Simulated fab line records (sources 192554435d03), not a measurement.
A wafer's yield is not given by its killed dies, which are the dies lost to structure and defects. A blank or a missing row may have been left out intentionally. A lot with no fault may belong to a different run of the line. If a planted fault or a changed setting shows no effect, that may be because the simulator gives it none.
Chamber matching :: flow n5 finfet :: N5_BEOL_M0_CO_CAP_123 on cvd co-01: 3 sister chambers
The step material Co, precursor CCTBA/H2, target thk 2 nm, time 102.1 s. 6 wafers are shown with their chamber, then 12 later ones without.

## EACH WAFER AND ITS CHAMBER
wafer: L087.1
chamber: 0
heater power w (W): 276

wafer: L087.2
chamber: 2
heater power w (W): 189

wafer: L087.3
chamber: 1
heater power w (W): 222

wafer: L087.4
chamber: 0
heater power w (W): 276

wafer: L087.5
chamber: 1
heater power w (W): 220

wafer: L087.6
chamber: 2
heater power w (W): 182

## WAFERS WITH NO CHAMBER GIVEN
wafer: L092.2
heater power w (W): 228

wafer: L092.3
heater power w (W): 186

wafer: L092.5
heater power w (W): 277

wafer: L094.2
heater power w (W): 281

wafer: L094.4
heater power w (W): 228

wafer: L094.5
heater power w (W): 186

wafer: L095.1
heater power w (W): 185

wafer: L095.2
heater power w (W): 225

wafer: L095.3
heater power w (W): 274

wafer: L097.1
heater power w (W): 227

wafer: L097.3
heater power w (W): 188

wafer: L097.4
heater power w (W): 184

## WHICH CHAMBER EACH ONE RAN IN
wafer: L092.2
from the rows above: 1
in truth: 1

wafer: L092.3
from the rows above: 2
in truth: 2

wafer: L092.5
from the rows above: 0
in truth: 0

wafer: L094.2
from the rows above: 0
in truth: 0

wafer: L094.4
from the rows above: 1
in truth: 1

wafer: L094.5
from the rows above: 2
in truth: 2

wafer: L095.1
from the rows above: 2
in truth: 2

wafer: L095.2
from the rows above: 1
in truth: 1

wafer: L095.3
from the rows above: 0
in truth: 0

wafer: L097.1
from the rows above: 1
in truth: 1

wafer: L097.3
from the rows above: 2
in truth: 2

wafer: L097.4
from the rows above: 2
in truth: 2
Correctly placed: 12 of 12. From these rows, 0 cannot be placed. 0 placed wrongly.
How it was worked out, from the rows above alone: a wafer's distance from a chamber is the root of the sum, over the readings, of the square of ((its reading less the chamber's mean) divided by the reading's scatter). If the next closest chamber is less than 2 further off than the closest, the wafer can't be placed; otherwise it belongs to the closest. The mean given for a chamber averages the wafers shown for that chamber. The scatter is the square root of a quotient: the sum, over the shown wafers, of each reading's squared deviation from its chamber's mean, divided by wafers minus chambers.
